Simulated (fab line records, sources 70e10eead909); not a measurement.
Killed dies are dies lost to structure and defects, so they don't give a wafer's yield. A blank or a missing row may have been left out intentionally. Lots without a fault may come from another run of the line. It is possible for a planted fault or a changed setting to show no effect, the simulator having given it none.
Comparing a struck lot with a sound one | flow nand harc | 13 out of 1159 route steps
Sound: the wafers L246.1, L246.2, L246.3. Wafers struck: L237.3, L237.5, L237.6. The cause is named last.
For every step that has rows: the tool of each side, followed by ch and its chambers, followed by its first start. Under that, the readings that differ: sound wafers | struck wafers | difference of the means | sigmas: that difference in standard deviations of wafers without a fault.
alike: words and numbers the same on both sides, and readings whose means are apart by under 2 such deviations; not compared: readings that were withheld, readings missing a value for some wafer, numbers with overlapping values and no deviation given by the record, and bounds like >300 which may hide the same value.
A row with sigmas, a row that says differs or no value, or rows on one side alone: a step with any of these is where the two part. Numbers that have no deviation but don't overlap get no sigmas and don't part them. Lack of a reading on every wafer of one side parts them only where that side has two or more wafers.

NHARC_A_CHANNEL_FILL_D1_CMP_10: polishes, target thk 150 nm.
  sound on cmp-01 ch 0,1,3, day 15 02:05; struck on cmp-02 ch 0,2,3, day 12 16:28
  alike: motor current A, time to endpoint s
following that, these wafers have no rows for 1 step: NHARC_A_CHANNEL_FILL_D1_SRD_12.
NHARC_A_CHANNEL_FILL_D1_RTA_24: time 5 s.
  sound on rtp anneal-02 ch 0, day 15 02:29; struck on rtp anneal-01 ch 0, day 12 16:52
  alike: lamp power pct, lamp_zone_1_pct, wafer_temp_C_max
NHARC_A_CHANNEL_FILL_D1_INSPECT_13:
  sound on defect inspect-02 at day 15 02:41; struck on defect inspect-01 at day 12 17:01
  alike: raw defect count
NHARC_A_STAIRCASE_DEP_156: deposits SiNx, target thk 50 nm.
  sound on pecvd-03 ch 0,1,2, day 15 02:46; struck on pecvd-03 ch 0,1, day 12 17:06
  alike: heater power w
then, 5 steps without rows for these wafers: NHARC_A_STAIRCASE_DEHYDRATE_158 (time 120 s); NHARC_A_STAIRCASE_HMDS_159 (time 30 s); NHARC_A_STAIRCASE_COAT_160; NHARC_A_STAIRCASE_SOFTBAKE_161 (time 170 s); NHARC_A_STAIRCASE_EBR_162.
NHARC_A_STAIRCASE_EXPOSE_163: exposes mask STAIR OPEN.
  sound on krf scanner-02 ch 0, day 15 03:22; struck on krf scanner-04 ch 0, day 12 17:41
  reading              | sound                | struck               | difference | sigmas
  exposure dose mJ cm2 | 20.006 20.012 20.025 | 31.127 31.108 31.093 | +11.095    | +99 or more
  alike: mask
then, 2 steps without rows for these wafers: NHARC_A_STAIRCASE_PEB_164 (peb time 130 s); NHARC_END_SORT_01.

WHERE THEY PART
Within this record, at NHARC_A_STAIRCASE_EXPOSE_163 only.

WHY: the cause the simulator had injected
Drift in process parameters on krf scanner-04 at NHARC_A_STAIRCASE_EXPOSE_163, starting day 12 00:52. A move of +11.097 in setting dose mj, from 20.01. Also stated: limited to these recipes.
